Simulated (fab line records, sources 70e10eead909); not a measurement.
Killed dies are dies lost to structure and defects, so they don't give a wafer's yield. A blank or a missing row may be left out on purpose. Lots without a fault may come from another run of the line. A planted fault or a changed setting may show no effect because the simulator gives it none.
Chamber matching | flow nand_harc | NHARC_A_SGD_CUT_ETCH_58 on rie_diel-07: 4 sister chambers
The step etches the open film in CF4, target depth 39 nm, time 65 s. 20 wafers are shown with their chamber, then 10 later ones without.

WAFERS WITH THEIR CHAMBER
wafer  | chamber | drypump_motor_current_A (A) | rf_vpp_V (V) | throttle_valve_pct (%)
L075.2 | 0       | 5.3                         | 151.6        | 13.288
L075.4 | 1       | 5.7                         | 150.8        | 13.299
L075.5 | 2       | 6.6                         | 151.2        | 13.285
L079.1 | 2       | 6.5                         | 150.2        | 13.278
L079.4 | 3       | 6.6                         | 149.1        | 13.292
L079.5 | 2       | 6.5                         | 151.0        | 13.269
L078.1 | 0       | 5.3                         | 151.6        | 13.268
L078.3 | 3       | 6.6                         | 149.2        | 13.285
L078.4 | 1       | 5.6                         | 150.0        | 13.275
L080.2 | 2       | 6.5                         | 151.2        | 13.271
L080.5 | 2       | 6.6                         | 150.4        | 13.281
L080.6 | 3       | 6.6                         | 151.6        | 13.288
L084.1 | 1       | 5.7                         | 151.9        | 13.274
L084.3 | 0       | 5.4                         | 150.8        | 13.261
L084.4 | 2       | 6.6                         | 150.8        | 13.292
L086.2 | 3       | 6.6                         | 149.7        | 13.292
L086.3 | 1       | 5.7                         | 151.5        | 13.284
L086.5 | 1       | 5.7                         | 150.0        | 13.281
L085.1 | 1       | 5.7                         | 149.9        | 13.296
L085.2 | 2       | 6.5                         | 151.1        | 13.293

SIGNATURES (means of the wafers above)
reading                 | chamber 0 | chamber 1 | chamber 2 | chamber 3 | scatter within a chamber
drypump_motor_current_A | 5.333     | 5.683     | 6.543     | 6.600     | 0.0448
rf_vpp_V                | 151.333   | 150.683   | 150.843   | 149.900   | 0.756
throttle_valve_pct      | 13.27233  | 13.28483  | 13.28129  | 13.28925  | 0.00973
Rule: a wafer's distance from a chamber is the root of the sum, over the readings, of the square of ((its reading less the chamber's mean) divided by the reading's scatter). The wafer belongs to the nearest chamber; if the next one is less than 2 further off, it can't be placed. The scatter: the root of (the sum of the squares of (reading less its chamber's mean) over the shown wafers, divided by (wafers less chambers)).

WAFERS WITHOUT THEIR CHAMBER
wafer  | drypump_motor_current_A (A) | rf_vpp_V (V) | throttle_valve_pct (%)
L085.3 | 6.6                         | 150.1        | 13.280
L089.3 | 6.7                         | 148.5        | 13.287
L089.5 | 5.7                         | 149.2        | 13.271
L089.6 | 6.5                         | 152.5        | 13.272
L094.1 | 5.4                         | 152.3        | 13.294
L094.3 | 6.6                         | 150.8        | 13.295
L094.6 | 6.6                         | 149.5        | 13.276
L097.1 | 5.4                         | 151.4        | 13.284
L097.2 | 6.5                         | 150.9        | 13.291
L097.6 | 5.7                         | 150.0        | 13.288

WHICH CHAMBER EACH WENT THROUGH
wafer  | from the rows above     | in truth
L085.3 | can't be placed: 3 or 2 | 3
L089.3 | can't be placed: 3 or 2 | 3
L089.5 | 1                       | 1
L089.6 | can't be placed: 2 or 3 | 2
L094.1 | 0                       | 0
L094.3 | can't be placed: 3 or 2 | 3
L094.6 | can't be placed: 3 or 2 | 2
L097.1 | 0                       | 0
L097.2 | can't be placed: 2 or 3 | 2
L097.6 | 1                       | 1
Placed correctly: 4 of 10. Can't be placed from these rows: 6 (the true chamber is among the candidates in 6). Placed wrongly: 0.
